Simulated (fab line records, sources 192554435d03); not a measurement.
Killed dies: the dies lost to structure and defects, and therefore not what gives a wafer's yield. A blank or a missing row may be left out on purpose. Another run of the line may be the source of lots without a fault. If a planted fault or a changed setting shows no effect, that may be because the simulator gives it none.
Matching of chambers || flow n5_finfet || rie_diel-01 running N5_HKMG_FIN_ETCH_86: 4 sister chambers
The step etches SOC in N2/H2, stops on TiN, target depth 393.2 nm. 4 wafers are shown with their chamber, then 12 later ones without.

== WAFERS PAIRED WITH THEIR CHAMBERS ==
{"wafer": "L089.4", "chamber": 3, "showerhead_plenum_p_Torr (Torr)": 2.61}
{"wafer": "L091.1", "chamber": 2, "showerhead_plenum_p_Torr (Torr)": 2.33}
{"wafer": "L091.2", "chamber": 1, "showerhead_plenum_p_Torr (Torr)": 2.45}
{"wafer": "L091.3", "chamber": 0, "showerhead_plenum_p_Torr (Torr)": 2.41}

== WAFERS WITHOUT THEIR CHAMBER ==
{"wafer": "L094.2", "showerhead_plenum_p_Torr (Torr)": 2.33}
{"wafer": "L094.5", "showerhead_plenum_p_Torr (Torr)": 2.33}
{"wafer": "L094.6", "showerhead_plenum_p_Torr (Torr)": 2.60}
{"wafer": "L095.2", "showerhead_plenum_p_Torr (Torr)": 2.45}
{"wafer": "L095.4", "showerhead_plenum_p_Torr (Torr)": 2.41}
{"wafer": "L095.6", "showerhead_plenum_p_Torr (Torr)": 2.33}
{"wafer": "L096.1", "showerhead_plenum_p_Torr (Torr)": 2.60}
{"wafer": "L096.2", "showerhead_plenum_p_Torr (Torr)": 2.45}
{"wafer": "L096.3", "showerhead_plenum_p_Torr (Torr)": 2.41}
{"wafer": "L097.1", "showerhead_plenum_p_Torr (Torr)": 2.45}
{"wafer": "L097.2", "showerhead_plenum_p_Torr (Torr)": 2.60}
{"wafer": "L097.5", "showerhead_plenum_p_Torr (Torr)": 2.45}

== WHICH CHAMBER EACH ONE RAN IN ==
{"wafer": "L094.2", "from the rows above": 2, "in truth": 2}
{"wafer": "L094.5", "from the rows above": 2, "in truth": 2}
{"wafer": "L094.6", "from the rows above": 3, "in truth": 3}
{"wafer": "L095.2", "from the rows above": 1, "in truth": 1}
{"wafer": "L095.4", "from the rows above": 0, "in truth": 0}
{"wafer": "L095.6", "from the rows above": 2, "in truth": 2}
{"wafer": "L096.1", "from the rows above": 3, "in truth": 3}
{"wafer": "L096.2", "from the rows above": 1, "in truth": 1}
{"wafer": "L096.3", "from the rows above": 0, "in truth": 0}
{"wafer": "L097.1", "from the rows above": 1, "in truth": 1}
{"wafer": "L097.2", "from the rows above": 3, "in truth": 3}
{"wafer": "L097.5", "from the rows above": 1, "in truth": 1}
12 of 12 placed correctly. From these rows, 0 cannot be placed. Wrongly placed: 0.
How it was worked out, from the rows above alone: a wafer's distance from a chamber is the root of the sum, over the readings, of the square of ((its reading less the chamber's mean) divided by the reading's scatter). The wafer belongs to the nearest chamber; if the next one is less than 2 further off, it can't be placed. The mean given for a chamber averages the wafers shown for that chamber. The scatter: root of mean squared gap, hidden wafer to nearest shown wafer, with one shown wafer a chamber.
